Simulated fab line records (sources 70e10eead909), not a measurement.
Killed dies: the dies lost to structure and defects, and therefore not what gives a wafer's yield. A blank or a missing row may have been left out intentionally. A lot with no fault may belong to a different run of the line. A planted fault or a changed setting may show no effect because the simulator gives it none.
What tool caused it? | flow nand-harc | Sampling: 12 lots, 36 wafers, 3 of 1159 route steps

WHAT THE GAUGES SHOWED, per wafer
NHARC_A_CONTACT_OVL_MEAS_43.
lot  | measured     | on         | overlay-x-nm (nm)
L078 | day 16 17:31 | overlay-02 | 1.6 0.9 1.3
L076 | day 17 04:10 | overlay-01 | 0.8 0.3 0.0
L079 | day 17 17:58 | overlay-01 | -0.5 -0.3 -0.4
L080 | day 18 06:08 | overlay-02 | -1.0 -1.8 -1.7
L083 | day 18 20:20 | overlay-01 | -0.3 -0.4 -0.5
L088 | day 20 01:16 | overlay-02 | -0.6 -0.9 -0.5
L087 | day 20 05:35 | overlay-01 | -0.6 -0.7 -0.5
L093 | day 20 17:44 | overlay-01 | 1.1 0.4 0.6
L091 | day 21 02:37 | overlay-01 | -0.6 0.1 -0.6
L092 | day 21 10:48 | overlay-01 | -0.5 0.6 -0.2
L094 | day 21 16:07 | overlay-01 | -1.1 -1.0 -1.1
L096 | day 22 01:13 | overlay-02 | -1.2 -2.0 -2.0

WHICH TOOL RAN EACH LOT (tool, then ch and the chambers of the sampled wafers, then the start)
lot  | NHARC_A_WL_FILL_ETCHBACK_26      | NHARC_A_WL_FILL_CVD_20
L078 | rie-si-03 ch 2,3, day 16 05:25   | cvd-w-02 ch 0,1, day 16 17:31 or earlier
L076 | rie-si-03 ch 0,3, day 16 08:33   | cvd-w-01 ch 1, day 17 04:10 or earlier
L079 | rie-si-05 ch 0,1, day 17 02:43   | cvd-w-01 ch 0,1, day 17 17:58 or earlier
L080 | rie-si-04 ch 0,2,3, day 17 20:10 | cvd-w-01 ch 0,1, day 18 06:08 or earlier
L083 | rie-si-04 ch 0,2, day 18 10:28   | cvd-w-01 ch 0,1, day 18 20:20 or earlier
L088 | rie-si-05 ch 0,1, day 19 12:26   | cvd-w-01 ch 0,1, day 20 01:16 or earlier
L087 | rie-si-04 ch 0,2,3, day 19 12:29 | cvd-w-01 ch 0,1, day 20 05:35 or earlier
L093 | rie-si-03 ch 0,1,2, day 20 05:35 | cvd-w-02 ch 0,1, day 20 17:44 or earlier
L091 | rie-si-05 ch 0,3, day 20 09:53   | cvd-w-02 ch 0, day 21 02:37 or earlier
L092 | rie-si-03 ch 0,3, day 20 18:04   | cvd-w-02 ch 0,1, day 21 10:48 or earlier
L094 | rie-si-05 ch 0,1, day 20 21:25   | cvd-w-02 ch 0,1, day 21 16:07 or earlier
L096 | rie-si-04 ch 0,2,3, day 21 05:49 | cvd-w-02 ch 1, day 22 01:13 or earlier
- NHARC_A_WL_FILL_ETCHBACK_26: etches the open film in HBr, target depth 52 nm, time 13.3 s.
- NHARC_A_WL_FILL_CVD_20: deposits W, target thk 75 nm, time 5064 s.

THE ANSWER, worked out from the rows above alone
Rule: usual is defined by the lots themselves. The widest of any qualifying gaps counts: lots, ordered by their means at a reading, are off when they make up no more than a third of the lots, leave a main group of 4 or more, and stand apart from it by 3 or more times the standard deviation of that group's means. If all means in a main group match to the digits the tables above print for the reading, that group is not used. Also off: a lot with no number at a reading for which 4 or more lots have one. The other lots that the step has rows for count as sound.
No lot is off at any reading shown: from this, nothing can be told.

WHAT THE SIMULATOR HAD PUT IN
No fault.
